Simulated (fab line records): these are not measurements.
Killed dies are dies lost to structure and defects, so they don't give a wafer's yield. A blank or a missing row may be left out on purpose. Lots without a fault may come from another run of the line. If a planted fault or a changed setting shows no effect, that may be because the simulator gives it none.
fab line records -- flow n5Finfet
record: lots: 6, wafers: 18, lastDay: 16
route steps=1938 shown BEOL_M8@1346 PASSIVATION@1936
lots that met no fault: taken from a fault-free run of the same line
startH: hours from the record's opening day to when the first of the lot's shown wafers began -- waitH: hours elapsed since this lot's preceding step -- " same as the row above -- L1.1+2: several wafers, shown together as one row -- - no value, or no start was given -- * or withheld: withheld -- < > ~ a bound
route shown NAME@n: NAME is a module with steps in the file, n the number in the route of the first one -- usual: mean/standard deviation taken from wafers without a fault -- same: alike in all rows -- chamber/n: place in a boat -- sites: per-site readings -- _std_site: standard deviation across them -- _edge_site: mean of outer sites minus mean of inner sites -- radiusMm: for every site, how far away it sits from the centre of the wafer -- mask NAME#n: copy n -- behind: the most recent tool/chamber to have shaped the wafer -- hold: cause of the lot's hold/its duration in hours/its outcome -- device: names the non-switching transistor (n, p or np) -- end of line: at the end of the route, the tests of the same wafers -- for a step that has no rows: nothing shown but its recipe -- killed: dies that structure and defects cost at the first sort, which is not the same as the wafer's yield -- map: a wafer's dies, marking killed ones x, the rest . and places with no die _
set.NAME: the run value of the setting; set.NAME@STEP: its run value at that earlier step -- model.NAME: the simulator's own value behind a step, which no gauge read
lots at some steps of the route; a table a step, a row a wafer
services: a tool's chamber out of use, with start hour (startH, from the record's first day; less than 0 if before it), hours out, and reason
== steps ==
step: N5_BEOL_M8_OVL_MEAS_12
recipe: pointsPerWafer: 44
usual: M8_OVL: -0.3/0.76
lot.wafer,tool,chamber,startH,waitH,M8_OVL[nm]
L854.1,overlay-01,0,210.86,0.0,-0.3
L854.4,overlay-01,0,210.86,0.0,-0.8
L854.5,overlay-01,0,210.86,0.0,-0.1
L855.2,overlay-01,0,239.23,0.0,-0.6
L855.4,overlay-01,0,239.23,0.0,-1.3
L855.5,overlay-01,0,239.23,0.0,-1.4
L862.2,overlay-02,0,258.97,0.0,-0.7
L862.3,overlay-02,0,258.97,0.0,-0.5
L862.4,overlay-02,0,258.97,0.0,-2.2
L863.1,overlay-01,0,263.98,0.0,-0.4
L863.2,overlay-01,0,263.98,0.0,0.8
L863.5,overlay-01,0,263.98,0.0,-0.3
L870.1,overlay-01,0,307.71,0.0,-0.2
L870.4,overlay-01,0,307.71,0.0,-0.2
L870.6,overlay-01,0,307.71,0.0,0.4
L869.1,overlay-01,0,315.35,0.0,-0.4
L869.2,overlay-01,0,315.35,0.0,-0.9
L869.5,overlay-01,0,315.35,0.0,-0.4
step: N5_BEOL_M8_INSPECT_13
recipe: mode: adi, inspectInstrument: brightfield
usual: rawDefectCount: 408/90
lot.wafer,tool,chamber,startH,waitH,rawDefectCount
L854.1,defectInspect-02,-,210.88,0.0,405
L854.4,defectInspect-02,-,210.88,0.0,366
L854.5,defectInspect-02,-,210.88,0.0,240
L855.2,defectInspect-01,-,239.25,0.0,392
L855.4,defectInspect-01,-,239.25,0.0,298
L855.5,defectInspect-01,-,239.25,0.0,395
L862.2,defectInspect-01,-,258.99,0.0,495
L862.3,defectInspect-01,-,258.99,0.0,387
L862.4,defectInspect-01,-,258.99,0.0,554
L863.1,defectInspect-01,-,264.01,0.0,477
L863.2,defectInspect-01,-,264.01,0.0,416
L863.5,defectInspect-01,-,264.01,0.0,586
L870.1,defectInspect-02,-,307.73,0.0,313
L870.4,defectInspect-02,-,307.73,0.0,467
L870.6,defectInspect-02,-,307.73,0.0,443
L869.1,defectInspect-02,-,315.38,0.0,330
L869.2,defectInspect-02,-,315.38,0.0,318
L869.5,defectInspect-02,-,315.38,0.0,405
step: N5_BEOL_M8_DESCUM_16
recipe: chemistry: O2, timeS: 7.9, sourcePowerW: 50, biasPowerW: 20, pressureMtorr: 20, rfFrequencyHz: 2.712e+07, tempC: 40, resist: CAR-ArF, o2FlowSccm: 225
usual: drypumpMotorCurrentA: 6.0/0.44, oesProductAu: 0.82/0.097, rfVppV: 243.6/1.5, showerheadPlenumPTorr: 2.11/0.075, throttleValvePct: 20.32/0.21
same: timeS: 7.9
lot.wafer,tool,chamber,startH,waitH,drypumpMotorCurrentA,oesProductAu,rfHoursCounterH,rfVppV,showerheadPlenumPTorr,throttleValvePct
L854.1,rieDiel-04,2,211.11,0.2,6.0,0.82,90,244.1,2.19,20.33
L854.4,rieDiel-04,0,211.11,0.2,5.9,0.85,54,244.1,2.20,20.55
L854.5,rieDiel-04,2,211.11,0.2,6.0,0.81,-,244.2,2.19,20.33
L855.2,rieDiel-04,0,239.32,0.1,5.9,0.86,61,245.6,2.20,20.54
L855.4,rieDiel-04,2,239.32,0.1,6.0,0.80,99,244.1,2.18,20.32
L855.5,rieDiel-04,3,239.32,0.1,5.8,0.95,-,246.4,2.24,19.80
L862.2,rieDiel-02,3,259.03,0.0,6.8,0.98,1,242.0,2.04,20.36
L862.3,rieDiel-02,0,259.03,0.0,5.8,0.69,212,242.0,2.00,20.46
L862.4,rieDiel-02,1,259.03,0.0,6.3,0.81,85,245.5,2.12,20.48
L863.1,rieDiel-06,0,264.11,0.1,6.4,0.71,166,243.5,2.08,20.20
L863.2,rieDiel-06,1,264.11,0.1,5.7,0.78,122,240.6,2.03,20.33
L863.5,rieDiel-06,0,264.11,0.1,6.4,0.72,-,244.1,2.08,20.21
L870.1,rieDiel-06,3,307.97,0.2,6.4,0.74,182,243.7,2.18,20.56
L870.4,rieDiel-06,2,307.97,0.2,4.9,0.97,5,242.8,2.07,20.27
L870.6,rieDiel-06,3,307.97,0.2,6.4,0.74,-,244.8,2.18,20.56
L869.1,rieDiel-02,2,315.58,0.2,5.8,0.92,30,241.7,2.04,20.14
L869.2,rieDiel-02,0,315.58,0.2,5.8,0.67,232,240.9,2.00,20.50
L869.5,rieDiel-02,0,315.58,0.2,5.8,0.68,-,240.9,2.00,20.50
step: N5_BEOL_M8_ETCH_61
recipe: chemistry: CF4, target: SiARC, targetDepthA: 455, maskMaterial: CAR-ArF, timeS: 75.8, ionEnergyEv: 80, pressureMtorr: 40, sourceW: 545, biasW: 36, Ar_flow_sccm: 100, cf4FlowSccm: 100, ends: cleared
usual: drypumpMotorCurrentA: 6.0/0.44, etchRfOnTimeS: 76.7/2.3, oesProductAu: 0.70/0.082, rfVppV: 184.4/1.2, showerheadPlenumPTorr: 2.16/0.077, throttleValvePct: 15.49/0.18
lot.wafer,tool,chamber,startH,waitH,drypumpMotorCurrentA,etchRfOnTimeS,oesProductAu,rfHoursCounterH,rfVppV,showerheadPlenumPTorr,throttleValvePct
L854.1,rieDiel-04,2,211.14,0.0,6.0,75.6,0.69,90,188.1,2.25,15.61
L854.4,rieDiel-04,0,211.14,0.0,5.9,79.9,0.71,54,185.3,2.23,15.56
L854.5,rieDiel-04,2,211.14,0.0,6.0,75.8,0.70,-,185.6,2.25,15.58
L855.2,rieDiel-04,0,239.36,0.0,5.9,78.0,0.72,61,184.6,2.23,15.59
L855.4,rieDiel-04,2,239.36,0.0,6.0,75.4,0.68,99,185.1,2.24,15.59
L855.5,rieDiel-04,3,239.36,0.0,5.8,71.0,0.83,-,186.2,2.29,15.08
L862.2,rieDiel-02,3,259.06,0.0,6.8,78.0,0.81,1,184.5,2.10,15.56
L862.3,rieDiel-02,0,259.06,0.0,5.8,78.7,0.59,212,182.8,2.03,15.54
L862.4,rieDiel-02,1,259.06,0.0,6.3,78.3,0.68,85,184.2,2.17,15.58
L863.1,rieDiel-06,0,264.14,0.0,6.4,77.2,0.62,166,184.5,2.15,15.55
L863.2,rieDiel-06,1,264.14,0.0,5.8,80.9,0.65,122,184.2,2.07,15.48
L863.5,rieDiel-06,0,264.14,0.0,6.4,78.0,0.61,-,184.1,2.15,15.55
L870.1,rieDiel-06,3,308.00,0.0,6.4,77.1,0.63,182,184.7,2.22,15.64
L870.4,rieDiel-06,2,308.00,0.0,4.9,73.8,0.84,5,183.5,2.11,15.23
L870.6,rieDiel-06,3,308.00,0.0,6.4,77.1,0.63,-,185.9,2.22,15.63
L869.1,rieDiel-02,2,315.62,0.0,5.9,76.6,0.78,30,183.8,2.12,15.43
L869.2,rieDiel-02,0,315.62,0.0,5.8,78.1,0.59,232,183.6,2.02,15.59
L869.5,rieDiel-02,0,315.62,0.0,5.8,78.3,0.58,-,183.3,2.02,15.58
step: N5_BEOL_M8_ETCH_62
recipe: chemistry: N2/H2, target: SOC, targetDepthA: 1100, overetchA: 220, maskMaterial: SiARC, tempC: 40, timeS: 165, ionEnergyEv: 200, pressureMtorr: 30, sourceW: 840, biasW: 150, n2FlowSccm: 200, h2FlowSccm: 200
usual: drypumpMotorCurrentA: 6.0/0.44, oesProductAu: 0.70/0.073, rfVppV: 524.4/2.6, showerheadPlenumPTorr: 2.56/0.1, throttleValvePct: 17.72/0.26
same: timeS: 165
lot.wafer,tool,chamber,startH,waitH,drypumpMotorCurrentA,oesProductAu,rfHoursCounterH,rfVppV,showerheadPlenumPTorr,throttleValvePct
L854.1,rieDiel-04,2,211.20,0.0,5.9,0.69,90,526.4,2.67,17.83
L854.4,rieDiel-04,0,211.20,0.0,5.9,0.73,54,528.1,2.71,18.15
L854.5,rieDiel-04,2,211.20,0.0,6.0,0.69,-,527.9,2.67,17.82
L855.2,rieDiel-04,0,239.41,0.0,5.9,0.72,61,526.5,2.70,18.15
L855.4,rieDiel-04,2,239.41,0.0,5.9,0.68,99,527.1,2.67,17.83
L855.5,rieDiel-04,3,239.41,0.0,5.8,0.80,-,528.3,2.72,17.15
L862.2,rieDiel-02,3,259.12,0.0,6.8,0.82,1,521.9,2.48,17.74
L862.3,rieDiel-02,0,259.12,0.0,5.8,0.60,212,520.2,2.40,17.66
L862.4,rieDiel-02,1,259.12,0.0,6.3,0.69,85,524.5,2.56,17.72
L863.1,rieDiel-06,0,264.20,0.0,6.4,0.62,166,523.9,2.55,17.84
L863.2,rieDiel-06,1,264.20,0.0,5.7,0.66,122,523.0,2.45,17.70
L863.5,rieDiel-06,0,264.20,0.0,6.4,0.62,-,523.3,2.55,17.85
L870.1,rieDiel-06,3,308.06,0.0,6.4,0.63,182,526.4,2.64,17.98
L870.4,rieDiel-06,2,308.06,0.0,4.9,0.81,5,522.4,2.51,17.70
L870.6,rieDiel-06,3,308.06,0.0,6.4,0.63,-,526.3,2.64,17.96
L869.1,rieDiel-02,2,315.68,0.0,5.9,0.78,30,521.0,2.47,17.34
L869.2,rieDiel-02,0,315.68,0.0,5.8,0.59,232,519.5,2.39,17.70
L869.5,rieDiel-02,0,315.68,0.0,5.8,0.59,-,520.5,2.39,17.69
step: N5_BEOL_M8_STRIP_68
recipe: chemistry: N2/H2, tempC: 40, n2FlowSccm: 200, h2FlowSccm: 200, rfFrequencyHz: 6e+07
step: N5_BEOL_M8_STRIP_67
recipe: chemistry: CF4, resist: SiARC, powerW: 300, biasPowerW: 75, pressureMtorr: 50, cf4FlowSccm: 150, rfFrequencyHz: 6e+07
usual: drypumpMotorCurrentA: 6.0/0.44, oesProductAu: 0.82/0.087, rfVppV: 271.3/1.7, showerheadPlenumPTorr: 1.81/0.067, throttleValvePct: 13.47/0.2
lot.wafer,tool,chamber,startH,waitH,drypumpMotorCurrentA,oesProductAu,rfHoursCounterH,rfVppV,showerheadPlenumPTorr,throttleValvePct
L854.1,rieDiel-04,2,211.35,0.0,6.0,0.81,91,272.7,1.89,13.56
L854.4,rieDiel-04,0,211.35,0.0,5.9,0.85,54,271.9,1.87,13.56
L854.5,rieDiel-04,2,211.35,0.0,6.0,0.81,-,273.4,1.89,13.58
L855.2,rieDiel-04,0,239.56,0.0,5.9,0.85,61,272.7,1.87,13.58
L855.4,rieDiel-04,2,239.56,0.0,5.9,0.81,99,271.0,1.89,13.62
L855.5,rieDiel-04,3,239.56,0.0,5.8,0.95,-,274.5,1.92,13.06
L862.2,rieDiel-02,3,259.26,0.0,6.8,0.97,1,270.2,1.75,13.45
L862.3,rieDiel-02,0,259.26,0.0,5.8,0.70,212,270.1,1.71,13.61
L862.4,rieDiel-02,1,259.26,0.0,6.3,0.81,85,272.3,1.80,13.49
L863.1,rieDiel-06,0,264.34,0.0,6.4,0.74,166,271.6,1.81,13.55
L863.2,rieDiel-06,1,264.34,0.0,5.7,0.79,122,270.1,1.73,13.48
L863.5,rieDiel-06,0,264.34,0.0,6.4,0.74,-,271.2,1.81,13.56
L870.1,rieDiel-06,3,308.20,0.0,6.4,0.74,182,272.5,1.88,13.68
L870.4,rieDiel-06,2,308.20,0.0,4.9,0.95,5,269.8,1.77,13.15
L870.6,rieDiel-06,3,308.20,0.0,6.4,0.75,-,271.7,1.88,13.67
L869.1,rieDiel-02,2,315.82,0.0,5.9,0.91,30,270.2,1.77,13.33
L869.2,rieDiel-02,0,315.82,0.0,5.7,0.70,232,267.9,1.71,13.66
L869.5,rieDiel-02,0,315.82,0.0,5.8,0.69,-,270.7,1.70,13.67
step: N5_BEOL_M8_HM_OPEN_17
recipe: chemistry: Cl2/BCl3, targetDepthA: 200, overetchA: 60, target: TiN, maskMaterial: SOC, ionEnergyEv: 150, pressureMtorr: 10, icpW: 1000, biasW: 126, Cl2_flow_sccm: 53.25, bcl3FlowSccm: 21.75, Ar_flow_sccm: 25
step: N5_BEOL_M8_STRIP_19
recipe: chemistry: O2, powerW: 400, tempC: 40, pressureMtorr: 30, rfFrequencyHz: 6e+07, biasPowerW: 0, overashFraction: 0.2, o2FlowSccm: 225
usual: drypumpMotorCurrentA: 5.9/0.46, oesProductAu: 0.80/0.094, rfVppV: 3.6/0.64, showerheadPlenumPTorr: 2.11/0.073, throttleValvePct: 16.58/0.2
lot.wafer,tool,chamber,startH,waitH,drypumpMotorCurrentA,oesProductAu,rfHoursCounterH,rfVppV,showerheadPlenumPTorr,throttleValvePct
L854.1,rieDiel-04,0,211.50,0.1,5.9,0.83,55,4.3,2.21,16.75
L854.4,rieDiel-04,3,211.50,0.1,5.8,0.99,2,4.3,2.25,16.07
L854.5,rieDiel-04,2,211.50,0.1,6.0,0.82,-,4.4,2.19,16.57
L855.2,rieDiel-04,3,239.71,0.1,5.8,0.96,10,5.1,2.24,16.08
L855.4,rieDiel-04,2,239.71,0.1,6.0,0.80,99,4.5,2.19,16.58
L855.5,rieDiel-04,2,239.71,0.1,5.9,0.81,-,4.0,2.19,16.61
L862.2,rieDiel-06,3,259.53,0.2,6.4,0.75,161,2.6,2.19,16.70
L862.3,rieDiel-06,2,259.53,0.2,4.9,0.69,244,4.3,2.08,16.84
L862.4,rieDiel-06,0,259.53,0.2,6.4,0.72,165,3.4,2.09,16.50
L863.1,rieDiel-04,2,264.50,0.1,6.0,0.79,108,3.5,2.18,16.60
L863.2,rieDiel-04,0,264.50,0.1,5.9,0.84,69,4.3,2.20,16.76
L863.5,rieDiel-04,1,264.50,0.1,5.9,0.90,-,4.0,2.13,16.41
L870.1,rieDiel-06,0,308.36,0.1,6.4,0.71,185,3.3,2.08,16.52
L870.4,rieDiel-06,1,308.36,0.1,5.7,0.76,140,3.1,2.02,16.64
L870.6,rieDiel-06,0,308.36,0.1,6.4,0.70,-,3.8,2.08,16.53
L869.1,rieDiel-06,3,315.97,0.1,6.4,0.73,185,3.8,2.18,16.72
L869.2,rieDiel-06,0,315.97,0.1,6.4,0.71,189,2.8,2.08,16.55
L869.5,rieDiel-06,3,315.97,0.1,6.4,0.73,-,3.9,2.18,16.73
step: N5_BEOL_M8_CD_MEAS_18
recipe: pitchNm: 80, targetCdNm: 40
usual: cdNm: 40.0/0.74
lot.wafer,tool,chamber,startH,waitH,cdNm
L854.1,cdSem-03,-,211.58,0.1,40.1
L854.4,cdSem-03,-,211.58,0.1,40.1
L854.5,cdSem-03,-,211.58,0.1,40.7
L855.2,cdSem-01,-,239.79,0.1,40.3
L855.4,cdSem-01,-,239.79,0.1,39.6
L855.5,cdSem-01,-,239.79,0.1,40.0
L862.2,cdSem-01,-,259.60,0.1,38.2
L862.3,cdSem-01,-,259.60,0.1,39.8
L862.4,cdSem-01,-,259.60,0.1,39.6
L863.1,cdSem-01,-,264.57,0.0,39.6
L863.2,cdSem-01,-,264.57,0.0,40.3
L863.5,cdSem-01,-,264.57,0.0,39.6
L870.1,cdSem-01,-,308.43,0.0,39.0
L870.4,cdSem-01,-,308.43,0.0,39.1
L870.6,cdSem-01,-,308.43,0.0,39.4
L869.1,cdSem-02,-,316.04,0.0,40.1
L869.2,cdSem-02,-,316.04,0.0,40.1
L869.5,cdSem-02,-,316.04,0.0,40.6
step: N5_BEOL_M8_COAT_63
recipe: resist: SOC, tempC: 250, timeS: 60, spinRpm: 1500, resistThkNm: 60
step: N5_BEOL_M8_COAT_64
recipe: resist: SiARC, tempC: 220, timeS: 60, spinRpm: 1500, resistThkNm: 12
step: N5_BEOL_M8_COAT_71
recipe: resist: underlayer, tempC: 205, timeS: 60, spinRpm: 1500, resistThkNm: 5
usual: heaterPowerTotalW: 391.9/1.2, plateTempC: 204.98/0.14
same: timeS: 60
lot.wafer,tool,chamber,startH,waitH,heaterPowerTotalW,plateTempC
L854.1,lithoTrack-04,0,215.09,-,392.7,204.92
L854.4,lithoTrack-04,0,215.09,-,392.0,204.84
L854.5,lithoTrack-04,0,215.09,-,389.5,205.24
L855.2,lithoTrack-05,0,243.48,-,389.8,205.17
L855.4,lithoTrack-05,0,243.48,-,393.5,205.21
L855.5,lithoTrack-05,0,243.48,-,390.8,204.84
L862.2,lithoTrack-05,0,260.71,-,372.8,197.86
L862.3,lithoTrack-05,0,260.71,-,376.9,197.92
L862.4,lithoTrack-05,0,260.71,-,372.9,197.85
L863.1,lithoTrack-05,0,266.20,-,376.4,197.95
L863.2,lithoTrack-05,0,266.20,-,373.8,198.19
L863.5,lithoTrack-05,0,266.20,-,373.4,198.04
L870.1,lithoTrack-04,0,308.96,-,391.5,204.81
L870.4,lithoTrack-04,0,308.96,-,392.6,204.92
L870.6,lithoTrack-04,0,308.96,-,391.9,204.97
L869.1,lithoTrack-03,0,316.21,-,391.7,204.88
L869.2,lithoTrack-03,0,316.21,-,392.5,204.86
L869.5,lithoTrack-03,0,316.21,-,393.5,204.85
step: N5_BEOL_M8_COAT_22
recipe: resist: CAR-EUV, spinRpm: 1500, resistThkNm: 30
step: N5_PASSIVATION_PROBE_49
usual: defectLimitedYield: 91.5/1.4, killed_at_M0_to_M3: 32/11, killed_at_M4_up: 12/4.4, killedAtContacts: 13/6.1, killedAtFrontEnd: 39/12, killedAtOther: 3.9/3, killedDies: 100/17, killedOpen: 66/12, killedShort: 33/7.4, sort_bin_5_function: 5.0/0.95, sort_bin_6_memory: 3.2/0.66, sort_bin_8_speed: 0.0/0.33, sortNPass: 1079/17, sortYieldPct: 91.4/1.5
same: grossDies: 1180, killedAtBackSide: 0, sort_bin_4_leakage[%]: 0
lot.wafer,tool,chamber,startH,waitH,defectLimitedYield[%],killed_at_M0_to_M3,killed_at_M4_up,killedAtContacts,killedAtFrontEnd,killedAtOther,killedDies,killedOpen,killedShort,sort_bin_5_function[%],sort_bin_6_memory[%],sort_bin_8_speed[%],sortNPass,sortYieldPct[%]
L854.1,prober-01,-,293.25,0.0,91.7,52,6,14,22,4,98,68,29,5.0,3.1,0,1082,91.7
L854.4,prober-01,-,293.40,0.2,91.4,45,11,8,34,3,101,80,21,5.3,3.1,0,1079,91.4
L854.5,prober-01,-,293.45,0.2,91.6,52,6,6,28,7,99,69,30,4.1,4.0,0,1081,91.6
L863.1,prober-02,-,340.18,0.0,92.8,44,3,17,21,0,85,46,34,3.9,3.2,0,1095,92.8
L863.2,prober-02,-,340.23,0.1,92.5,14,12,17,33,12,88,50,36,4.0,3.1,0,1092,92.5
L863.5,prober-02,-,340.38,0.2,92.7,35,10,13,26,2,86,56,29,4.7,2.2,0,1094,92.7
L870.1,prober-02,-,378.23,0.0,91.1,35,18,8,40,4,105,56,46,5.3,3.0,0,1075,91.1
L870.4,prober-02,-,378.38,0.2,91.4,37,10,9,45,1,102,64,38,5.4,3.0,0,1078,91.4
L870.6,prober-02,-,378.48,0.3,90.3,45,12,4,50,3,114,69,44,5.7,3.6,0,1066,90.3
killed by level:class
L854.1 BEOL_M2:geometricParticle:open=24 MOL_CONTACT_COAG:geometricParticle:open=10 DUMMY_GATE:geometricParticle:open=6 BEOL_M3:geometricParticle:open=6 BEOL_M3:geometricParticle:short=6 MOL_CONTACT_COAG:geometricParticle:short=4 BEOL_M1:geometricParticle:short=4 STARTING-WAFER:geometricParticle:open=4
L854.4 BEOL_M2:geometricParticle:open=16 BEOL_M3:geometricParticle:open=15 FIN_SAQP:geometricParticle:open=7 MOL_CONTACT_COAG:geometricParticle:open=6 BEOL_M4:geometricParticle:open=6 STI_FIN_REVEAL:geometricParticle:open=5 DUMMY_GATE:geometricParticle:open=5 BEOL_M1:geometricParticle:open=4
L854.5 BEOL_M2:geometricParticle:open=12 BEOL_M0_SAQP:geometricParticle:open=11 BEOL_M3:geometricParticle:open=11 BEOL_M0_SAQP:geometricParticle:short=10 DUMMY_GATE:geometricParticle:open=8 MOL_CONTACT_COAG:geometricParticle:open=5 FIN_SAQP:geometricParticle:short=4 PAD_METAL:geometricParticle:open=4
L863.1 MOL_CONTACT_COAG:geometricParticle:open=12 BEOL_M2:geometricParticle:short=9 BEOL_M2:geometricParticle:open=9 BEOL_M0_SAQP:geometricParticle:short=8 BEOL_M0_SAQP:geometricParticle:open=8 FIN_SAQP:geometricParticle:short=6 BEOL_M3:geometricParticle:open=6 FIN_SAQP:geometricParticle:open=5
L863.2 MOL_CONTACT_COAG:geometricParticle:open=12 FIN_SAQP:geometricParticle:open=7 ILD0:geometricParticle:short=6 FIN_SAQP:geometricParticle:short=5 STI_FIN_REVEAL:geometricParticle:open=5 PAD_METAL:geometricParticle:short=5 MOL_CONTACT_COAG:geometricParticle:short=4 BEOL_M1:geometricParticle:open=4
L863.5 BEOL_M0_SAQP:geometricParticle:open=11 MOL_CONTACT_COAG:geometricParticle:open=9 BEOL_M2:geometricParticle:open=9 BEOL_M0_SAQP:geometricParticle:short=6 ILD0:geometricParticle:short=5 BEOL_M3:geometricParticle:open=5 FIN_SAQP:geometricParticle:open=3 BEOL_M6:geometricParticle:open=3
L870.1 FIN_SAQP:geometricParticle:short=12 FIN_SAQP:geometricParticle:open=8 MOL_CONTACT_COAG:geometricParticle:open=8 BEOL_M0_SAQP:geometricParticle:short=8 BEOL_M0_SAQP:geometricParticle:open=7 STI_FIN_REVEAL:geometricParticle:open=6 BEOL_M5:geometricParticle:open=6 BEOL_M1:geometricParticle:open=4
L870.4 STI_FIN_REVEAL:geometricParticle:open=13 FIN_SAQP:geometricParticle:short=11 MOL_CONTACT_COAG:geometricParticle:open=7 FIN_SAQP:geometricParticle:open=6 BEOL_M2:geometricParticle:open=6 BEOL_M0_SAQP:geometricParticle:open=5 BEOL_M1:geometricParticle:short=5 BEOL_M3:geometricParticle:open=5
L870.6 FIN_SAQP:geometricParticle:open=11 FIN_SAQP:geometricParticle:short=11 BEOL_M0_SAQP:geometricParticle:open=10 BEOL_M0_SAQP:geometricParticle:short=10 BEOL_M1:geometricParticle:open=6 BEOL_M2:geometricParticle:open=6 GATE_CUT:geometricParticle:open=5 BEOL_M3:geometricParticle:open=5
== services ==
tool,chamber,startH,hours,kind
rieDiel-04,3,188.31,-,clean
rieDiel-04,3,188.31,-,consumableReplace:focusRing
rieDiel-04,3,188.31,-,consumableReplace:showerhead
rieDiel-04,3,188.31,15.4,scheduledDown
rieDiel-04,3,188.31,15.4,ventCycle
rieDiel-06,2,189.17,6.4,repair
rieDiel-06,-,195.09,0.2,repair
rieDiel-02,2,211.37,-,clean
rieDiel-02,2,211.37,-,consumableReplace:focusRing
rieDiel-02,2,211.37,23.8,scheduledDown
rieDiel-02,2,211.37,23.8,ventCycle
rieDiel-02,3,235.38,-,clean
rieDiel-02,3,235.38,-,consumableReplace:focusRing
rieDiel-02,3,235.38,20.2,scheduledDown
rieDiel-02,3,235.38,20.2,ventCycle
lithoTrack-04,-,256.17,-,consumableReplace:filter
rieDiel-06,2,274.97,-,clean
rieDiel-06,2,274.97,-,consumableReplace:focusRing
rieDiel-06,2,274.97,20.6,scheduledDown
rieDiel-06,2,274.97,20.6,ventCycle
rieDiel-06,-,279.75,0.6,repair
lithoTrack-05,-,315.33,-,consumableReplace:filter
== key ==
firstSign: step: N5_BEOL_M8_COAT_71, reading: plateTempC, direction: down, sigmas: 50, usual: *, struck: *
effect: step: N5_BEOL_M8_COAT_71, reading: heaterPowerTotalW, direction: down, sigmas: 14, usual: *, struck: *
metAt N5_BEOL_M8_COAT_71
struckWafers L862.2,L862.3,L862.4,L863.1,L863.2,L863.5
onsetBetween 243.48 260.71
fault: kind: processParameterDrift, tool: lithoTrack-05, chamber: -, onsetH: 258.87, steps: N5_BEOL_M8_COAT_71, channel: tempC, offset: *, shape: step, endH: 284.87, actsIn: *, stated: *
